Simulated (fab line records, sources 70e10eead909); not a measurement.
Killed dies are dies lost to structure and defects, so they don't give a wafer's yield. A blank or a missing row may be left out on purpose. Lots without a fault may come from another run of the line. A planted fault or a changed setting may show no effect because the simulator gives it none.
Chamber matching | flow nand_harc | NHARC_A_CHANNEL_HOLE_D2_DEP_01 on pecvd-01: 3 sister chambers
The step deposits SiON, target thk 140 nm. 14 wafers are shown with their chamber, then 7 later ones without.

WAFERS WITH THEIR CHAMBER
wafer  | chamber | heater_power_w (W)
L079.2 | 2       | 943
L079.5 | 0       | 918
L079.6 | 1       | 739
L080.1 | 1       | 707
L080.3 | 2       | 841
L080.5 | 2       | 821
L083.2 | 1       | 672
L083.4 | 1       | 636
L083.6 | 2       | 802
L085.1 | 1       | 764
L085.2 | 2       | 960
L085.3 | 0       | 1027
L091.3 | 2       | 860
L091.4 | 1       | 785

SIGNATURES (means of the wafers above)
reading        | chamber 0 | chamber 1 | chamber 2 | scatter within a chamber
heater_power_w | 972.50    | 717.17    | 871.17    | 62.8
Rule: a wafer's distance from a chamber is the root of the sum, over the readings, of the square of ((its reading less the chamber's mean) divided by the reading's scatter). The wafer belongs to the nearest chamber; if the next one is less than 2 further off, it can't be placed. The scatter: the root of (the sum of the squares of (reading less its chamber's mean) over the shown wafers, divided by (wafers less chambers)).

WAFERS WITHOUT THEIR CHAMBER
wafer  | heater_power_w (W)
L091.6 | 1003
L093.1 | 786
L093.2 | 869
L093.3 | 874
L094.1 | 823
L094.2 | 1020
L094.4 | 1044

WHICH CHAMBER EACH WENT THROUGH
wafer  | from the rows above          | in truth
L091.6 | can't be placed: 0 or 2      | 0
L093.1 | can't be placed: 1 or 2 or 0 | 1
L093.2 | can't be placed: 2 or 0      | 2
L093.3 | can't be placed: 2 or 0      | 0
L094.1 | can't be placed: 2 or 1 or 0 | 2
L094.2 | can't be placed: 0 or 2      | 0
L094.4 | can't be placed: 0 or 2      | 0
Placed correctly: 0 of 7. Can't be placed from these rows: 7 (the true chamber is among the candidates in 7). Placed wrongly: 0.
